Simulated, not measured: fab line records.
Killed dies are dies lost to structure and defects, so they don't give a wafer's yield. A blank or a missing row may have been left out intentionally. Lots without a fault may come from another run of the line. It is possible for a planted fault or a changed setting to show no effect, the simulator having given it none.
Chamber matching :: flow n5-finfet :: N5_BEOL_M3_DEP_57 on pecvd-01 has 3 sister chambers
The step deposits SiCN from 3MS/NH3, target thk 8 nm, time 14 s. 6 wafers are shown with their chamber, then 8 later ones without.

== WAFERS WITH THEIR CHAMBER ==
wafer: L074.4
chamber: 0
rf-fwd-power-W (W): 200.2
throttle-valve-pct (%): 9.6

wafer: L076.6
chamber: 0
rf-fwd-power-W (W): 200.7
throttle-valve-pct (%): 9.3

wafer: L078.5
chamber: 1
rf-fwd-power-W (W): 197.7
throttle-valve-pct (%): 8.8

wafer: L082.4
chamber: 1
rf-fwd-power-W (W): 197.0
throttle-valve-pct (%): 8.7

wafer: L082.6
chamber: 2
rf-fwd-power-W (W): 199.7
throttle-valve-pct (%): 8.7

wafer: L083.1
chamber: 2
rf-fwd-power-W (W): 198.9
throttle-valve-pct (%): 8.8

== WAFERS WITHOUT THEIR CHAMBER ==
wafer: L083.4
rf-fwd-power-W (W): 197.9
throttle-valve-pct (%): 8.7

wafer: L083.5
rf-fwd-power-W (W): 199.5
throttle-valve-pct (%): 9.5

wafer: L090.2
rf-fwd-power-W (W): 199.9
throttle-valve-pct (%): 9.8

wafer: L090.3
rf-fwd-power-W (W): 199.4
throttle-valve-pct (%): 8.8

wafer: L090.6
rf-fwd-power-W (W): 199.7
throttle-valve-pct (%): 8.5

wafer: L093.1
rf-fwd-power-W (W): 199.9
throttle-valve-pct (%): 9.6

wafer: L093.5
rf-fwd-power-W (W): 197.3
throttle-valve-pct (%): 8.9

wafer: L093.6
rf-fwd-power-W (W): 198.6
throttle-valve-pct (%): 8.5

== EACH ONE'S CHAMBER ==
wafer: L083.4
from the rows above: can't be placed: 1 or 2
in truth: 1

wafer: L083.5
from the rows above: 0
in truth: 0

wafer: L090.2
from the rows above: 0
in truth: 0

wafer: L090.3
from the rows above: 2
in truth: 2

wafer: L090.6
from the rows above: 2
in truth: 2

wafer: L093.1
from the rows above: 0
in truth: 0

wafer: L093.5
from the rows above: 1
in truth: 1

wafer: L093.6
from the rows above: can't be placed: 2 or 1
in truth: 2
Correct placement for 6 of the 8. These rows do not allow placing 2 (true chamber among the candidates in 2). Number placed wrongly: 0.
How it was worked out, from the rows above alone: a wafer's distance from a chamber is the root of the sum, over the readings, of the square of ((its reading less the chamber's mean) divided by the reading's scatter). If the next closest chamber is less than 2 further off than the closest, the wafer can't be placed; otherwise it belongs to the closest. A chamber's mean is the mean of its shown wafers. The scatter is the square root of a quotient: the sum, over the shown wafers, of each reading's squared deviation from its chamber's mean, divided by wafers minus chambers.
